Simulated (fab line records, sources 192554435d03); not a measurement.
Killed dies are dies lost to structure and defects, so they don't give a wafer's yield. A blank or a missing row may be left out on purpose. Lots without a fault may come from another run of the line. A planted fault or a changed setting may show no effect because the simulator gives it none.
Chamber matching | flow n5_finfet | N5_PASSIVATION_PECVD_35 on pecvd-03: 3 sister chambers
The step deposits SiNx from SiH4/NH3/N2, target thk 700 nm, time 151.3 s. 3 wafers are shown with their chamber, then 6 later ones without.

WAFERS WITH THEIR CHAMBER
wafer  | chamber | throttle_valve_pct (%)
L529.4 | 0       | 33.1
L531.6 | 2       | 26.0
L534.5 | 1       | 28.0

WAFERS WITHOUT THEIR CHAMBER
wafer  | throttle_valve_pct (%)
L534.6 | 32.9
L535.1 | 27.7
L535.5 | 27.9
L538.1 | 26.5
L538.2 | 32.9
L538.4 | 26.2

WHICH CHAMBER EACH WENT THROUGH
wafer  | from the rows above | in truth
L534.6 | 0                   | 0
L535.1 | 1                   | 1
L535.5 | 1                   | 1
L538.1 | 2                   | 2
L538.2 | 0                   | 0
L538.4 | 2                   | 2
Placed correctly: 6 of 6. Can't be placed from these rows: 0. Placed wrongly: 0.
How it was worked out, from the rows above alone: a wafer's distance from a chamber is the root of the sum, over the readings, of the square of ((its reading less the chamber's mean) divided by the reading's scatter). The wafer belongs to the nearest chamber; if the next one is less than 2 further off, it can't be placed. A chamber's mean is the mean of its shown wafers. The scatter: with one shown wafer a chamber, the root of the mean of the squares of how far each hidden wafer lies from its nearest shown one.
